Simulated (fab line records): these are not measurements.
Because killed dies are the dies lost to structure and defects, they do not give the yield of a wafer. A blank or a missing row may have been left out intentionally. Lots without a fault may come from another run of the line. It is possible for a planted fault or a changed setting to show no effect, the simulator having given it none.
Matching of chambers || flow nand_harc || 3 sister chambers for NHARC_P_M2_PRE_CLEAN_32 on pecvd-03
The step time 12 s. 16 wafers are shown with their chamber, then 8 later ones without.

## EACH WAFER AND ITS CHAMBER
{"wafer": "L074.1", "chamber": 0, "heater_power_w (W)": 694, "susceptor_temp_C (C)": 370.41}
{"wafer": "L074.2", "chamber": 2, "heater_power_w (W)": 605, "susceptor_temp_C (C)": 369.84}
{"wafer": "L074.3", "chamber": 1, "heater_power_w (W)": 814, "susceptor_temp_C (C)": 370.10}
{"wafer": "L081.2", "chamber": 2, "heater_power_w (W)": 587, "susceptor_temp_C (C)": 369.94}
{"wafer": "L081.3", "chamber": 1, "heater_power_w (W)": 807, "susceptor_temp_C (C)": 370.23}
{"wafer": "L081.4", "chamber": 0, "heater_power_w (W)": 708, "susceptor_temp_C (C)": 369.93}
{"wafer": "L083.1", "chamber": 0, "heater_power_w (W)": 685, "susceptor_temp_C (C)": 370.16}
{"wafer": "L083.2", "chamber": 1, "heater_power_w (W)": 702, "susceptor_temp_C (C)": 369.82}
{"wafer": "L083.4", "chamber": 1, "heater_power_w (W)": 714, "susceptor_temp_C (C)": 369.87}
{"wafer": "L084.1", "chamber": 2, "heater_power_w (W)": 630, "susceptor_temp_C (C)": 369.78}
{"wafer": "L084.2", "chamber": 0, "heater_power_w (W)": 694, "susceptor_temp_C (C)": 370.14}
{"wafer": "L084.6", "chamber": 1, "heater_power_w (W)": 793, "susceptor_temp_C (C)": 370.12}
{"wafer": "L085.2", "chamber": 0, "heater_power_w (W)": 760, "susceptor_temp_C (C)": 369.83}
{"wafer": "L085.4", "chamber": 2, "heater_power_w (W)": 566, "susceptor_temp_C (C)": 370.20}
{"wafer": "L085.5", "chamber": 1, "heater_power_w (W)": 762, "susceptor_temp_C (C)": 369.77}
{"wafer": "L087.1", "chamber": 1, "heater_power_w (W)": 757, "susceptor_temp_C (C)": 370.19}

SIGNATURES, as means of the wafers listed above
{"reading": "heater_power_w", "chamber 0": 708.20, "chamber 1": 764.14, "chamber 2": 597.00, "scatter within a chamber": 36.6}
{"reading": "susceptor_temp_C", "chamber 0": 370.0940, "chamber 1": 370.0143, "chamber 2": 369.9400, "scatter within a chamber": 0.2}
Rule: distance of a wafer from a chamber = root of the sum over the readings of ((wafer's reading minus chamber's mean) / reading's scatter) squared. The wafer belongs to the nearest chamber; if the next one is less than 2 further off, it can't be placed. The scatter: the root of (the sum of the squares of (reading less its chamber's mean) over the shown wafers, divided by (wafers less chambers)).

## WAFERS WITH NO CHAMBER GIVEN
{"wafer": "L087.2", "heater_power_w (W)": 691, "susceptor_temp_C (C)": 369.83}
{"wafer": "L087.3", "heater_power_w (W)": 559, "susceptor_temp_C (C)": 370.12}
{"wafer": "L091.1", "heater_power_w (W)": 788, "susceptor_temp_C (C)": 370.18}
{"wafer": "L091.2", "heater_power_w (W)": 585, "susceptor_temp_C (C)": 369.88}
{"wafer": "L091.6", "heater_power_w (W)": 793, "susceptor_temp_C (C)": 369.96}
{"wafer": "L093.1", "heater_power_w (W)": 809, "susceptor_temp_C (C)": 369.80}
{"wafer": "L093.4", "heater_power_w (W)": 813, "susceptor_temp_C (C)": 369.83}
{"wafer": "L093.5", "heater_power_w (W)": 808, "susceptor_temp_C (C)": 370.36}

## EACH ONE'S CHAMBER
{"wafer": "L087.2", "from the rows above": "can't be placed: 0 or 1 or 2", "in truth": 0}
{"wafer": "L087.3", "from the rows above": 2, "in truth": 2}
{"wafer": "L091.1", "from the rows above": "can't be placed: 1 or 0", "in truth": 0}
{"wafer": "L091.2", "from the rows above": 2, "in truth": 2}
{"wafer": "L091.6", "from the rows above": "can't be placed: 1 or 0", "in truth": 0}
{"wafer": "L093.1", "from the rows above": "can't be placed: 1 or 0", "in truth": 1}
{"wafer": "L093.4", "from the rows above": "can't be placed: 1 or 0", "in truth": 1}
{"wafer": "L093.5", "from the rows above": "can't be placed: 1 or 0", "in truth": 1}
Correctly placed: 2 of 8. Not placeable from these rows: 6 (in 6, the candidates include the true chamber). Number placed wrongly: 0.
